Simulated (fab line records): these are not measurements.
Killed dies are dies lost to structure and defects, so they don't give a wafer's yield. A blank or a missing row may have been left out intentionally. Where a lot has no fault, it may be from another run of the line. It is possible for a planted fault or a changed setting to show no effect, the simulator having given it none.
Chamber matching    flow n5 finfet    ald sin-04 running N5_MOL_CONTACT_COAG_ALD_133: 4 sister chambers
The step deposits SiO2, target thk 5 nm, pulse time 1 s, co reactant pulse time 1 s. 8 wafers are shown with their chamber, then 9 later ones without.

== WAFERS, EACH WITH ITS CHAMBER ==
wafer   chamber  heater power w (W)  precursor pulse height rel
L079.3  0        68                  1.003
L079.6  1        95                  0.973
L081.3  0        69                  0.977
L086.1  3        97                  1.004
L086.5  3        97                  0.984
L092.2  1        88                  1.042
L092.4  2        88                  1.029
L092.6  2        86                  0.981

== WAFERS WITHOUT THEIR CHAMBER ==
wafer   heater power w (W)  precursor pulse height rel
L093.1  90                  1.004
L093.2  68                  0.987
L093.5  91                  1.005
L095.1  86                  0.999
L095.3  91                  0.986
L095.5  87                  0.964
L097.2  97                  1.010
L097.4  92                  1.024
L097.6  90                  1.006

== THE CHAMBER EACH PASSED THROUGH ==
wafer   from the rows above           in truth
L093.1  can't be placed: 1 or 2       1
L093.2  0                             0
L093.5  can't be placed: 1 or 2       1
L095.1  can't be placed: 2 or 1       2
L095.3  can't be placed: 1 or 2 or 3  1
L095.5  can't be placed: 2 or 1       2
L097.2  can't be placed: 3 or 1       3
L097.4  can't be placed: 1 or 2 or 3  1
L097.6  can't be placed: 1 or 2       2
Correctly placed: 1 of 9. Unplaceable from these rows: 8, with the true chamber sitting among the candidates in 8. Placed wrongly: 0.
How it was worked out, from the rows above alone: a wafer's distance from a chamber is the root of the sum, over the readings, of the square of ((its reading less the chamber's mean) divided by the reading's scatter). If the next closest chamber is less than 2 further off than the closest, the wafer can't be placed; otherwise it belongs to the closest. The mean given for a chamber averages the wafers shown for that chamber. How the scatter is found: for the shown wafers, subtract from each reading the mean of its chamber, square and add these, divide the total by (wafers less chambers), then take the root.
